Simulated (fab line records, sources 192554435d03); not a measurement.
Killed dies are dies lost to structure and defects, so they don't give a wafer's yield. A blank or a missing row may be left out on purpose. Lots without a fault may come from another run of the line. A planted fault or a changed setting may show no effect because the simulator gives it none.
A struck lot beside a sound one | flow n5_finfet | 26 steps out of a route of 1938
Sound: wafers L767.1, L767.5, L767.6. Struck: wafers L776.3, L776.4, L776.5. The cause comes at the end.
At each step with rows: each side's tool, then ch and its chambers, then its first start. Under that, the readings that differ: sound wafers | struck wafers | difference of the means | sigmas: that difference in standard deviations of wafers without a fault.
alike: readings whose means differ by less than 2 such deviations, and words and numbers that are the same on both sides. not compared: withheld readings, readings that some wafer has no value for, bounds like >300 that may hide the same value, and numbers for which the record gives no deviation and whose values overlap.
The two part at a step that has a row with sigmas, a row that says differs or no value, or rows on one side only. Numbers that don't overlap but have no deviation are shown without sigmas and don't part them. A reading that every wafer of one side lacks parts them only if that side has two wafers or more.

first, 4 steps without rows for these wafers: N5_ZERO_LAYER_EXPOSE_08 (exposes mask ZERO, defocus 0 nm, target cd 2000 nm); N5_ZERO_LAYER_PEB_09; N5_ZERO_LAYER_DEVELOP_10 (develop time 60 s); N5_ZERO_LAYER_HARDBAKE_23 (time 120 s).
N5_ZERO_LAYER_CD_MEAS_11: target cd 2000 nm.
  sound on cd_sem-01 ch 0, day 4 12:38; struck on cd_sem-03 ch 0, day 6 18:46
  alike: cd_nm
N5_ZERO_LAYER_DESCUM_16: chemistry O2, time 7.9 s.
  sound on rie_diel-05 ch 1,2, day 4 12:41; struck on rie_diel-02 ch 0,1, day 6 18:48
  reading                | sound             | struck            | difference | sigmas
  throttle_valve_pct (%) | 20.31 20.32 20.24 | 20.45 20.93 20.96 | +0.49      | +2
  alike: drypump_motor_current_A, oes_product_au, rf_vpp_V, showerhead_plenum_p_Torr
  not compared: rf_hours_counter_h
N5_ZERO_LAYER_ETCH_17: etches SiO2 in CF4, target depth 12 nm, time 13.3 s.
  sound on rie_diel-05 ch 1,2, day 4 12:43; struck on rie_diel-02 ch 0,1, day 6 18:50
  alike: drypump_motor_current_A, oes_product_au, rf_vpp_V, showerhead_plenum_p_Torr, throttle_valve_pct
  not compared: rf_hours_counter_h
N5_ZERO_LAYER_ETCH_18: etches Si in HBr/Cl2, target depth 120 nm, time 40 s.
  sound on rie_si-01 ch 0,1,2, day 4 12:47; struck on rie_si-06 ch 0,1, day 6 18:55
  alike: HBr_flow_sccm, drypump_motor_current_A, oes_product_au, throttle_valve_pct
  not compared: rf_hours_counter_h
N5_ZERO_LAYER_STRIP_24: strips in O2.
  sound on plasma_asher-02 ch 0,1, day 4 12:53; struck on plasma_asher-01 ch 0,1, day 6 19:02
  reading            | sound       | struck      | difference | sigmas
  heater_power_w (W) | 283 287 290 | 311 322 335 | +36        | +2
  alike: drypump_motor_current_A, oes_product_au, strip_time_to_endpoint_s
  not compared: rf_hours_counter_h
then, 1 step without rows for these wafers: N5_ZERO_LAYER_STRIP_19 (strips in SPM, time 900 s).
N5_ZERO_LAYER_INSPECT_20: inspects for defects (darkfield).
  sound on defect_inspect-01, day 4 13:15; struck on defect_inspect-01, day 6 19:23
  alike: raw_defect_count
then, 1 step without rows for these wafers: N5_WELL_APT_HMDS_01 (time 60 s).
N5_WELL_APT_COAT_02: resist thk 950 nm.
  sound on litho_track-03 ch 0, day 4 13:17; struck on litho_track-04 ch 0, day 6 19:25
  reading                                    | sound                | struck               | difference | sigmas
  spin_speed_rpm (rpm)                       | 1358.0 1356.8 1356.0 | 1485.2 1484.7 1485.1 | +128.1     | +99 or more
  model.coat_of_WELL_APT_COAT_02.thk_nm (nm) | 952.9 951.3 953      | 915.5 917.5 914.6    | -36.5      |
then, 6 steps without rows for these wafers: N5_WELL_APT_EBR_04; N5_WELL_APT_SOFTBAKE_03 (time 60 s); N5_WELL_APT_EXPOSE_05 (exposes mask NWELL, defocus 0 nm, target cd 200 nm); N5_WELL_APT_PEB_06 (peb time 90 s); N5_WELL_APT_DEVELOP_07 (develop time 45 s); N5_WELL_APT_HARDBAKE_12 (time 120 s).
N5_WELL_APT_CD_MEAS_08: target cd 200 nm.
  sound on cd_sem-02 ch 0, day 4 13:34; struck on cd_sem-01 ch 0, day 6 19:41
  alike: cd_nm
N5_WELL_APT_OVL_MEAS_09:
  sound on overlay-02 ch 0, day 4 13:35; struck on overlay-01 ch 0, day 6 19:43
  alike: NWELL_OVL
N5_WELL_APT_INSPECT_10: inspects for defects (macro).
  sound on defect_inspect-02, day 4 13:37; struck on defect_inspect-02, day 6 19:44
  alike: raw_defect_count
N5_WELL_APT_DESCUM_13: chemistry O2, time 7.9 s.
  sound on rie_diel-01 ch 0,1, day 4 13:41; struck on rie_diel-04 ch 1,2,3, day 6 19:55
  reading                                    | sound             | struck            | difference | sigmas
  oes_product_au (a.u.)                      | 0.90 0.90 0.87    | 0.76 0.69 0.70    | -0.17      | -3
  model.coat_of_WELL_APT_COAT_02.thk_nm (nm) | 934.9 933.3 934.8 | 897.5 899.4 896.4 | -36.6      |
  alike: drypump_motor_current_A, rf_vpp_V, showerhead_plenum_p_Torr, throttle_valve_pct
  not compared: rf_hours_counter_h
then, 1 step without rows for these wafers: N5_WELL_APT_IMPLANT_14.
-- the record jumps here: 10 days lie between the struck wafers' starts before and after (it left off in module WELL_APT and takes up again in module BEOL_M4, whose first step shown is number 1111 of the route) --
N5_BEOL_M4_RC_MEAS_101:
  sound on prober-02 ch 0, day 13 09:08; struck on prober-02 ch 0, day 17 05:08
  alike: DIBL_N, DIBL_P, IOFF_N, IOFF_P, ION_N, ION_P, SS_N, SS_P, VT_N, VT_P
N5_PASSIVATION_PROBE_49:
  the record has rows for the sound wafers here (prober-02, day 18 21:08) and none for the struck ones

WHERE THEY PART
First at N5_ZERO_LAYER_DESCUM_16; last, within this record, at N5_PASSIVATION_PROBE_49.

WHY: what the simulator had put in
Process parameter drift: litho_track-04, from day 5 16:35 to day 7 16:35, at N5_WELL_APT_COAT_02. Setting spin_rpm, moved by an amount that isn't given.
